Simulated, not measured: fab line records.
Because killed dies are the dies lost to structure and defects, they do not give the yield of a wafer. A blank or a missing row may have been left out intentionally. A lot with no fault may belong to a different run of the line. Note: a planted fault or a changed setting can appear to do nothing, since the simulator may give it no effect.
Comparing a struck lot with a sound one :: flow n5Finfet :: 14 steps out of a route of 1938
Sound: the wafers L116.1, L116.5, L116.6. Struck: wafers L128.1, L128.6. (L128.2 of the same lot was not struck and is left out.) The cause comes at the end.
Each step with rows lists, per side, the tool, then ch with its chambers, then its first start. Under that, the readings that differ: sound wafers :: struck wafers :: difference of the means :: sigmas: that difference in standard deviations of wafers without a fault.
alike: a reading whose means differ by less than 2 such deviations, as well as words and numbers matching on both sides. not compared: withheld readings; readings where some wafer has no value; bounds like >300 that might hide an equal value; numbers whose values overlap and for which the record gives no deviation.
Wherever a step has rows on one side only, a row that says differs or no value, or a row with sigmas, the two part there. Non-overlapping numbers with no deviation appear without sigmas and do not part them. A reading that every wafer of one side lacks parts them only if that side has two wafers or more.

first, 7 steps without rows for these wafers: N5_PASSIVATION_COAT_38; N5_PASSIVATION_EBR_40; N5_PASSIVATION_SOFTBAKE_39 (time 120 s); N5_PASSIVATION_EXPOSE_41 (exposes mask PASS OPEN, defocus 0 nm, target cd 40000 nm); N5_PASSIVATION_PEB_42; N5_PASSIVATION_DEVELOP_43 (develop time 60 s); N5_PASSIVATION_HARDBAKE_45 (time 120 s).
N5_PASSIVATION_CD_MEAS_44: target cd 40000 nm.
  sound on cdSem-02 ch 0, day 12 01:41; struck on cdSem-03 ch 0, day 15 03:40
  alike: cdNm
N5_PASSIVATION_OVL_MEAS_66:
  sound on overlay-01 ch 0, day 12 01:43; struck on overlay-01 ch 0, day 15 03:41
  alike: PASS_OPEN_OVL
N5_PASSIVATION_INSPECT_67: inspects for defects (macro).
  struck on defectInspect-02, day 15 03:43; sound on defectInspect-01, day 12 01:45
  alike: rawDefectCount
N5_PASSIVATION_DESCUM_46: chemistry O2, time 7.9 s.
  sound on rieDiel-01 ch 0,3, day 12 02:22; struck on rieDiel-01 ch 0, day 15 03:46
  alike: drypumpMotorCurrentA, oesProductAu, rfVppV, showerheadPlenumPTorr, throttleValvePct
  not compared: rfHoursCounterH
N5_PASSIVATION_PASS_ETCH_47: etches SiNx in CF4/O2, target depth 770 nm, time 385 s.
  sound on rieDiel-01 ch 0,3, day 12 02:24; struck on rieDiel-01 ch 0, day 15 03:48
  alike: O2_flow_sccm, drypumpMotorCurrentA, oesProductAu, rfFwdPowerW, rfVppV, showerheadPlenumPTorr, throttleValvePct
  not compared: rfHoursCounterH
N5_PASSIVATION_ETCH_54: etches SiO2 in CHF3/O2, target depth 880 nm, time 440 s.
  sound on rieDiel-01 ch 0,3, day 12 02:38; struck on rieDiel-01 ch 0, day 15 04:02
reading: rfFwdPowerW (W)
sound: 647.6 649.0 649.4
struck: 804.6 806.1
difference: +156.7
sigmas: +87

reading: rfVppV (V)
sound: 518 527 518
struck: 465 463
difference: -57
sigmas: -14

reading: model.etch.depthNm (nm)
sound: 853.3 883.4 858.4
struck: 929 933.1
difference: +66
sigmas: 

reading: model.PASSIVATION.featureDepthNm (nm)
sound: 853.2 883.4 858.4
struck: 929 933
difference: +66
sigmas: 
  alike: O2_flow_sccm, drypumpMotorCurrentA, oesProductAu, showerheadPlenumPTorr, throttleValvePct
  not compared: rfHoursCounterH
N5_PASSIVATION_STRIP_48: strips in O2.
  sound on rieDiel-01 ch 0,3, day 12 02:55; struck on rieDiel-01 ch 0, day 15 04:19
  alike: drypumpMotorCurrentA, oesProductAu, rfVppV, showerheadPlenumPTorr, throttleValvePct
  not compared: rfHoursCounterH

WHERE THEY PART
Only at N5_PASSIVATION_ETCH_54, as far as this record shows. Later steps at which nothing parts them and some readings are alike: N5_PASSIVATION_STRIP_48.

WHY: whatever the simulator had introduced
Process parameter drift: rieDiel-01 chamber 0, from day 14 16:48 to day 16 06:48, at N5_PASSIVATION_ETCH_54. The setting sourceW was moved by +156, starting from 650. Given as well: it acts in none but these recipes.
